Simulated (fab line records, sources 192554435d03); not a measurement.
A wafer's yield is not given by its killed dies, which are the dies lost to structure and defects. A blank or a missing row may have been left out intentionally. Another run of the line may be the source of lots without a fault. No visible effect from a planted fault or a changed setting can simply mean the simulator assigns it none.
Matching of chambers -- flow n5Finfet -- 4 sister chambers for N5_BEOL_M1_STRIP_66 on rieDiel-02
The step strips in CF4. 4 wafers are shown with their chamber, then 11 later ones without.

== EACH WAFER AND ITS CHAMBER ==
wafer,chamber,drypumpMotorCurrentA (A)
L082.1,0,6.5
L086.2,2,5.1
L086.4,3,5.0
L089.2,1,5.6

== WAFERS MISSING THEIR CHAMBER ==
wafer,drypumpMotorCurrentA (A)
L089.5,5.1
L089.6,5.6
L090.1,5.6
L090.3,5.1
L090.4,6.5
L093.2,5.1
L093.5,5.1
L093.6,4.9
L094.3,5.6
L094.4,5.0
L094.5,5.5

== THE CHAMBER EACH PASSED THROUGH ==
wafer,from the rows above,in truth
L089.5,2,2
L089.6,1,1
L090.1,1,1
L090.3,2,2
L090.4,0,0
L093.2,2,2
L093.5,2,2
L093.6,3,3
L094.3,1,1
L094.4,3,3
L094.5,1,1
Placed correctly: 11 of 11. Can't be placed from these rows: 0. Wrongly placed: 0.
How it was worked out, from the rows above alone: a wafer's distance from a chamber is the root of the sum, over the readings, of the square of ((its reading less the chamber's mean) divided by the reading's scatter). The wafer belongs to the nearest chamber; if the next one is less than 2 further off, it can't be placed. For every chamber, the mean is computed from those of its wafers that are shown. The scatter (one wafer shown for each chamber): square how far every hidden wafer sits from the nearest shown wafer, average those squares and take the square root.
